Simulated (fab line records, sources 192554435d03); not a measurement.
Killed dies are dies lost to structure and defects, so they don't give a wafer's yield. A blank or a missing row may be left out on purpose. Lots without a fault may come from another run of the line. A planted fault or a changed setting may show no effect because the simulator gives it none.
One fault seen from 3 desks | flow n5_finfet | each desk has only its own numbers; what lay behind them comes last
Where a reading is given only as a bound, like >300, the bound stands for it, and a mean or a difference that rests on one is marked > or <: the true number lies beyond.

THE METROLOGY DESK
What the gauges read, lot by lot, whatever tool the lot ran on: means of the sampled wafers that have a number. A lot is out of limits, marked OUT, if its mean lies more than 4 standard deviations from the usual mean; the brackets give that distance. Of its 11 readings 7 are shown: those that lie furthest out on some lot.
Columns: A = SD_N_BLK_OVL at N5_SD_EPI_N_OVL_MEAS_10, usual -0.4 nm; B = DIBL_N at N5_BEOL_M4_RC_MEAS_101, usual 36.3 mV/V; C = IOFF_N at N5_BEOL_M4_RC_MEAS_101, usual 0.157 nA/um; D = IOFF_P at N5_BEOL_M4_RC_MEAS_101, usual 0.206 nA/um; E = ION_N at N5_BEOL_M4_RC_MEAS_101, usual 673 uA/um; F = ION_P at N5_BEOL_M4_RC_MEAS_101, usual 461 uA/um; G = VT_P at N5_BEOL_M4_RC_MEAS_101, usual -250.6 mV
lot  | first seen here | A    | B    | C     | D     | E   | F   | G
L979 | day 5 01:15     | -1.5 | 36.3 | 0.151 | 0.182 | 675 | 460 | -252.2
L980 | day 5 05:30     | -0.1 | 36.0 | 0.158 | 0.190 | 670 | 455 | -251.9
L981 | day 5 13:16     | -0.3 | 36.3 | 0.140 | 0.185 | 664 | 457 | -251.6
L986 | day 6 18:05     | -0.0 | 36.3 | 0.145 | 0.220 | 666 | 463 | -247.2
L987 | day 7 01:02     | -1.3 | 37.0 | 0.150 | 0.208 | 663 | 458 | -250.4
L990 | day 7 18:43     | -0.4 | 36.3 | 0.133 | 0.166 | 664 | 453 | -255.3
L991 | day 8 02:40     | -0.2 | 35.2 | 0.150 | 0.212 | 676 | 468 | -247.9
L993 | day 8 15:10     | 0.3  | 35.6 | 0.144 | 0.188 | 667 | 458 | -252.5
This desk's finding: nothing out of limits on any of the 8 lots.

THE DEFECT DESK
What the inspections along the route counted, lot by lot: means of the sampled wafers that have a number. A lot is out of limits, marked OUT, if its mean lies more than 4 standard deviations from the usual mean; the brackets give that distance.
Columns: A = raw_defect_count at N5_SPACER0_INSPECT_04, usual 129; B = raw_defect_count at N5_SD_EPI_N_INSPECT_11, usual 2.1; C = raw_defect_count at N5_SD_EPI_N_INSPECT_26, usual 204
lot  | first seen here | A              | B                      | C
L979 | day 5 00:49     | 154            | 3.3                    | 222
L980 | day 5 05:12     | 136            | 2.0                    | 276
L981 | day 5 12:58     | 147            | 0.7                    | 244
L986 | day 6 17:40     | 1246 (+41) OUT | >300 (+99 or more) OUT | 1280 (+28) OUT
L987 | day 7 00:43     | 1234 (+41) OUT | >300 (+99 or more) OUT | 1286 (+28) OUT
L990 | day 7 18:24     | 102            | 2.7                    | 201
L991 | day 8 02:14     | 158            | 3.3                    | 210
L993 | day 8 14:44     | 123            | 2.3                    | 175
This desk's finding: out of limits on L986, L987; first on L986, day 6 17:40 (raw_defect_count at N5_SPACER0_INSPECT_04). In limits: L979, L980, L981, L990, L991, L993.

THE TOOL OWNER'S DESK: ald_sin-02
The tool's own readings at N5_SPACER0_ALD_08 (deposits SiNx, target thk 2 nm): means of the sampled wafers that have a number, for each lot that ran on this tool. A lot is out of limits, marked OUT, if its mean lies more than 4 standard deviations from the usual mean; the brackets give that distance.
Columns: A = heater_power_w at N5_SPACER0_ALD_08, usual 800 W
lot  | first seen here | A
L980 | day 5 05:02     | 870
L981 | day 5 12:49     | 842
L986 | day 6 17:30     | 829
L987 | day 7 00:34     | 834
This desk's finding: nothing out of limits on any of the 4 lots.

PUT TOGETHER
The defect desk could have raised an alarm at day 6 17:40, on L986, L987.
The metrology desk saw nothing out of limits.
The tool owner's desk saw nothing out of limits.
The metrology desk has L986, L987 on record, within its limits.
The tool owner's desk has L986, L987 on record, within its limits.
Of the lots named, all ran N5_SPACER0_ALD_08 on ald_sin-02.

WHAT THE SIMULATOR HAD PUT IN
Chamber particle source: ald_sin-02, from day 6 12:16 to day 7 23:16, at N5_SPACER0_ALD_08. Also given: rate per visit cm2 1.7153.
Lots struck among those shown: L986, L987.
Hours from the fault's start to each desk's first reading out of limits: the defect desk, 5.
